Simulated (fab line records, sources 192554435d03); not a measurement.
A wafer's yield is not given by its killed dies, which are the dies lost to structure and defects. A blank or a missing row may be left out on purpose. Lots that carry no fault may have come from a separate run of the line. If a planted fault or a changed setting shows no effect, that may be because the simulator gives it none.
Split-lot experiment	flow n5-finfet	route with 1938 steps; 7 lots, 39 wafers read

== THE SPLIT ITSELF ==
At N5_HKMG_FIN_ETCH_54 (etches SiARC in CF4, target depth 45.5 nm, time 75.8 s), the setting bias-w was moved away from the recipe's 36 W on 9 of the 39 wafers read, by -9.6% to +18.6%. This setting was run at the recipe's value on the other wafers.

The split's own step is where the reading is taken.

== THE READING ==
rf-vpp-V, in V, at N5_HKMG_FIN_ETCH_54 (etches SiARC in CF4, target depth 45.5 nm, time 75.8 s). Typical for fault-free wafers on this fab line: 184.4 V, with standard deviation 1.1 V.

wafer	tool, chamber at the split	bias-w as run, W	against the recipe	rf-vpp-V, V	against lot-mates on the recipe
L076.1	rie-diel-06, 0	36	recipe	184.9	-
L076.2	rie-diel-06, 2	36	recipe	185.3	-
L076.3	rie-diel-06, 1	36	recipe	185.3	-
L076.4	rie-diel-06, 1	36	recipe	184.9	-
L076.5	rie-diel-06, 0	36	recipe	185.0	-
L076.6	rie-diel-06, 2	36	recipe	185.6	-
L082.1	rie-diel-05, 3	36	recipe	184.9	-
L082.2	rie-diel-05, 0	36	recipe	183.8	-
L082.3	rie-diel-05, 1	36	recipe	182.2	-
L082.4	rie-diel-05, 2	36	recipe	184.2	-
L082.5	rie-diel-05, 3	36	recipe	186.2	-
L082.6	rie-diel-05, 0	36	recipe	182.5	-
L088.1	rie-diel-05, 1	32.53	-9.6%	172.7	-11.2
L088.2	rie-diel-05, 3	36	recipe	185.1	-
L088.3	rie-diel-05, 2	36	recipe	183.0	-
L088.4	rie-diel-05, 0	32.53	-9.6%	171.5	-12.4
L088.5	rie-diel-05, 0	32.53	-9.6%	171.2	-12.7
L088.6	rie-diel-05, 1	36	recipe	183.7	-
L091.1	rie-diel-02, 2	36	recipe	186.5	-
L091.4	rie-diel-02, 3	36	recipe	184.6	-
L091.6	rie-diel-02, 2	36	recipe	184.8	-
L092.1	rie-diel-06, 1	36	recipe	184.4	-
L092.2	rie-diel-06, 3	36	recipe	184.1	-
L092.3	rie-diel-06, 1	36	recipe	183.4	-
L092.4	rie-diel-06, 3	36	recipe	183.2	-
L092.5	rie-diel-06, 1	36	recipe	184.2	-
L092.6	rie-diel-06, 3	36	recipe	183.2	-
L095.1	rie-diel-05, 3	42.71	+18.6%	205.2	+21.6
L095.2	rie-diel-05, 1	42.71	+18.6%	204.8	+21.2
L095.3	rie-diel-05, 2	36	recipe	183.8	-
L095.4	rie-diel-05, 0	42.71	+18.6%	205.1	+21.5
L095.5	rie-diel-05, 0	36	recipe	184.5	-
L095.6	rie-diel-05, 1	36	recipe	182.4	-
L096.1	rie-diel-06, 2	40.1	+11.4%	198.2	+13.8
L096.2	rie-diel-06, 1	36	recipe	185.2	-
L096.3	rie-diel-06, 0	40.1	+11.4%	200.4	+16.0
L096.4	rie-diel-06, 3	40.1	+11.4%	196.3	+11.9
L096.5	rie-diel-06, 2	36	recipe	184.0	-
L096.6	rie-diel-06, 1	36	recipe	183.9	-

FIT RESULTS
A straight line over all 39 wafers: rf-vpp-V changes by +1.17 V for each +1% of bias-w; r = +0.99; the points scatter about the line by 1.2 V.
The same after taking each lot's own level away (the mean of its wafers on the recipe; 39 wafers): +1.19 V for each +1%; r = +0.99; scatter 0.95 V.
On that fit, the largest move of bias-w shifts the reading by 22 V.
From 183.57 to 185.30 V: that is the span of the lots' own levels, equal to 1.6 times the standard deviation above.
The two slopes agree, so the slope changes little with the lot-to-lot level.
Check: +22.2 V against its lot-mates is what the line predicts for one of the wafers moved furthest among these (+18.6%) when that wafer is left out of the fit. It came out at +21.6 V against them.
Tool readings at the split's step, against how far the setting was moved: rf-vpp-V r = +0.99.

== FURTHER SPLITS ON THESE WAFERS ==
These wafers also went through other splits before the reading. Each is held against what the fit with the lots' levels taken away leaves over:
other split on the same wafers	wafers away from the commonest value	r with rf-vpp-V (lot level and that fit taken away)
N5_PMOS_HMC_CHANNEL_EPI_EPI_20 pressure-torr	33	+0.01
N5_DUMMY_GATE_ETCH_37 source-w	15	-0.13
N5_SD_EPI_N_EXPOSE_06 dose-mj	18	+0.18

== THE FILE'S OWN FIT ==
rf-vpp-V changes by +1.18 V for each +1% of bias-w, r = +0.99.
